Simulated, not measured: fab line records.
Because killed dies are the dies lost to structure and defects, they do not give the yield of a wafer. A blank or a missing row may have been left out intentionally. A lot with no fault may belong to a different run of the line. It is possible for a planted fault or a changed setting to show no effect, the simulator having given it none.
Which tool was responsible?	flow n5Finfet	10 lots with 29 wafers sampled at 6 steps, on a route of 1938 steps

== WHAT THE GAUGES SHOWED, per wafer ==
N5_BEOL_M4_RC_MEAS_101.
lot	measured	on	DIBL_N (mV/V)	DIBL_P (mV/V)	IOFF_N (nA/um)	IOFF_P (nA/um)	ION_N (uA/um)	ION_P (uA/um)	SS_N (mV/dec)	SS_P (mV/dec)	VT_N (mV)	VT_P (mV)
L184	day 10 04:07	prober-01	38.3 35.6 37.6	37.9 33.7 35.8	0.18 0.14 0.15	0.26 0.19 0.23	672 668 663	471 458 464	72.0 71.0 72.1	73.9 72.3 73.1	250 254 253	-249 -252 -248
L183	day 10 06:27	prober-02	37.8 39.1 39.7	35.5 38.1 37.4	0.18 0.20 0.20	0.22 0.26 0.23	675 678 680	464 465 461	72.2 72.0 72.5	73.7 73.9 73.3	250 246 249	-248 -249 -248
L186	day 11 12:07	prober-02	36.8 35.6 35.8	36.9 35.2 34.2	0.16 0.14 0.12	0.25 0.22 0.20	674 661 643	469 463 445	72.6 71.7 72.1	73.8 73.7 73.2	249 252 255	-247 -248 -250
L190	day 12 05:41	prober-01	35.7 37.2	35.3 37.2	0.14 0.17	0.18 0.20	650 662	445 460	71.6 72.2	72.7 73.2	253 250	-252 -251
L189	day 12 21:29	prober-01	38.7 36.1 37.1	37.8 35.1 34.7	0.20 0.13 0.14	0.27 0.21 0.22	682 671 649	466 471 452	72.4 70.9 72.4	74.4 72.9 73.1	246 253 254	-247 -249 -250
L191	day 13 06:53	prober-01	35.3 35.4 38.4	33.0 32.8 37.0	0.13 0.14 0.21	0.18 0.19 0.25	679 667 696	469 457 479	70.9 71.1 71.5	73.2 73.2 73.8	254 252 247	-253 -255 -248
L192	day 14 01:11	prober-01	37.3 38.0 33.8	39.3 39.8 34.4	0.20 0.21 0.12	0.30 0.31 0.19	689 692 661	482 476 460	70.9 72.5 70.5	74.7 74.0 72.2	244 245 252	-241 -244 -249
L193	day 14 04:23	prober-02	36.8 36.5 36.3	37.1 38.0 37.4	0.18 0.20 0.18	0.24 0.26 0.23	679 706 692	464 483 467	72.0 71.7 71.8	73.5 73.3 73.1	247 243 248	-248 -245 -246
L195	day 14 04:40	prober-01	39.2 38.6 38.5	37.0 38.2 37.3	0.23 0.20 0.20	0.21 0.22 0.21	668 685 688	447 460 454	74.3 72.2 72.5	73.7 73.6 73.6	251 249 250	-253 -251 -250
L196	day 14 21:55	prober-02	36.6 34.5 33.8	36.4 35.3 34.7	0.15 0.13 0.11	0.18 0.18 0.16	655 664 657	445 459 453	72.2 70.8 70.8	73.0 72.3 72.7	253 251 255	-253 -255 -252

N5_BEOL_M12_OCD_MEAS_35.
lot	measured	on	trenchDepthNm (nm)
L184	day 12 23:46	ocd-02	316 323 324
L183	day 13 00:40	ocd-02	317 312 309
L186	day 14 03:26	ocd-02	331 314 327
L190	day 14 23:59	ocd-01	318 310
L189	day 15 11:11	ocd-02	321 320 322
L191	day 16 04:55	ocd-01	319 313 323
L192	day 17 00:07	ocd-02	319 318 319
L193	day 17 09:13	ocd-01	324 325 328
L195	day 17 10:36	ocd-02	321 324 326
L196	day 18 09:27	ocd-01	319 314 317

N5_BEOL_M12_THK_MEAS_50: measures by xrf.
lot	measured	on	M12_THK (nm)
L184	day 13 01:48	filmMetro-01	325 332 333
L183	day 13 02:11	filmMetro-02	323 322 318
L186	day 14 07:12	filmMetro-02	333 318 331
L190	day 15 01:45	filmMetro-01	322 312
L189	day 15 14:37	filmMetro-01	324 322 324
L191	day 16 08:03	filmMetro-02	317 316 323
L192	day 17 05:20	filmMetro-01	322 320 323
L193	day 17 12:59	filmMetro-01	324 325 329
L195	day 17 14:25	filmMetro-01	324 328 330
L196	day 18 20:07	filmMetro-01	329 323 325

N5_BEOL_M13_THK_MEAS_01.
lot	measured	on	M13_ILD_THK (nm)
L184	day 13 02:08	filmMetro-01	830 849 837
L183	day 13 02:32	filmMetro-01	848 850 840
L186	day 14 07:32	filmMetro-01	820 825 828
L190	day 15 02:05	filmMetro-02	845 838
L189	day 15 14:58	filmMetro-01	837 833 852
L191	day 16 08:23	filmMetro-02	829 823 851
L192	day 17 05:42	filmMetro-01	832 850 838
L193	day 17 13:20	filmMetro-01	826 845 856
L195	day 17 14:45	filmMetro-02	829 840 838
L196	day 18 20:27	filmMetro-02	822 818 829

== EACH LOT AND THE TOOL THAT RAN IT (in order: tool; ch and the chambers of the sampled wafers; start) ==
lot	N5_BEOL_M12_SPUTTER_44	N5_BEOL_M12_CMP_49
L184	pvdSputter-01, day 13 00:50	cmp-01 ch 1,3, day 13 01:30
L183	pvdSputter-03, day 13 01:15	cmp-03 ch 0,2,3, day 13 02:01
L186	pvdSputter-03, day 14 06:16	cmp-01 ch 2,3, day 14 06:56
L190	pvdSputter-01, day 15 00:44	cmp-03 ch 2,3, day 15 01:32
L189	pvdSputter-01, day 15 13:38	cmp-01 ch 1,2, day 15 14:19
L191	pvdSputter-03, day 16 06:25	cmp-03 ch 0,1,2, day 16 07:47
L192	pvdSputter-01, day 17 04:08	cmp-03 ch 2,3, day 17 05:02
L193	pvdSputter-01, day 17 12:04	cmp-01 ch 1,3, day 17 12:44
L195	pvdSputter-01, day 17 13:29	cmp-01 ch 1,2, day 17 14:07
L196	pvdSputter-03, day 18 19:09	cmp-01 ch 0,2, day 18 19:51
- N5_BEOL_M12_SPUTTER_44: material Ta, target thk 10 nm, time 16.13 s.
- N5_BEOL_M12_CMP_49: polishes, stops on SiOC, t overpolish 20.6 s, target thk 320 nm.

== AS READ BY THE TOOLS THEMSELVES (means over the sampled wafers that have a number; for cases with no such wafer, the mark the record gives instead) ==
N5_BEOL_M12_SPUTTER_44.
lot	tool	biasV (V)	cathodeDcPowerW (W)	susceptorTempC (C)	throttleValvePct (%)
L184	pvdSputter-01	-	-	-	-
L183	pvdSputter-03	-	-	-	-
L186	pvdSputter-03	79.2	15000	49.89	28.5
L190	pvdSputter-01	80.0	14998	50.05	31.9
L189	pvdSputter-01	79.7	15001	50.05	31.5
L191	pvdSputter-03	80.7	15001	50.04	29.4
L192	pvdSputter-01	81.0	14999	50.11	31.2
L193	pvdSputter-01	80.4	15002	49.88	31.2
L195	pvdSputter-01	80.0	15001	50.03	31.7
L196	pvdSputter-03	80.5	14999	49.86	29.5

N5_BEOL_M12_CMP_49.
lot	tool	barrierFieldEndpointS (s)	clearingPlatenDownForcePsi (psi)	motorCurrentA (A)
L184	cmp-01	18.5	1.4959	6.1
L183	cmp-03	18.6	1.5018	6.2
L186	cmp-01	30.3	1.4977	6.3
L190	cmp-03	31.2	1.4986	6.4
L189	cmp-01	31.1	1.4983	6.3
L191	cmp-03	29.7	1.4987	5.2
L192	cmp-03	30.9	1.5004	6.0
L193	cmp-01	30.0	1.5004	6.4
L195	cmp-01	30.2	1.5039	6.0
L196	cmp-01	31.4	1.4996	6.5

== THE ANSWER, worked out from the rows above alone ==
Rule: the lots themselves supply what counts as usual. Put in order of their means at a reading, lots are off if they are a third of the lots or fewer, leave a main group of 4 or more, and stand apart from it by a gap of 3 or more times the standard deviation of the main group's means; of several such gaps the widest counts. If all means in a main group match to the digits the tables above print for the reading, that group is not used. A lot without any number at a reading at which 4 lots or more have one is off too. Where the step has rows for the other lots, those lots are counted as sound. After the gauges, taken in route order, come the tools' own readings; for these a lot's mean is taken, as printed above. At the first step where some lot is off, the reading lying furthest off is the one used; lots without a number count as furthest.
Off, at N5_BEOL_M12_SPUTTER_44 on biasV: L184, L183. Without a number there: L184, L183. The main group: mean 80.2 V, standard deviation 0.54.
If a tool, at that step or one of the process steps before it, ran each lot that is off and ran no sound lot following the first of them, it fits. Of those tried, none fits.

== WHAT THE SIMULATOR HAD PUT IN ==
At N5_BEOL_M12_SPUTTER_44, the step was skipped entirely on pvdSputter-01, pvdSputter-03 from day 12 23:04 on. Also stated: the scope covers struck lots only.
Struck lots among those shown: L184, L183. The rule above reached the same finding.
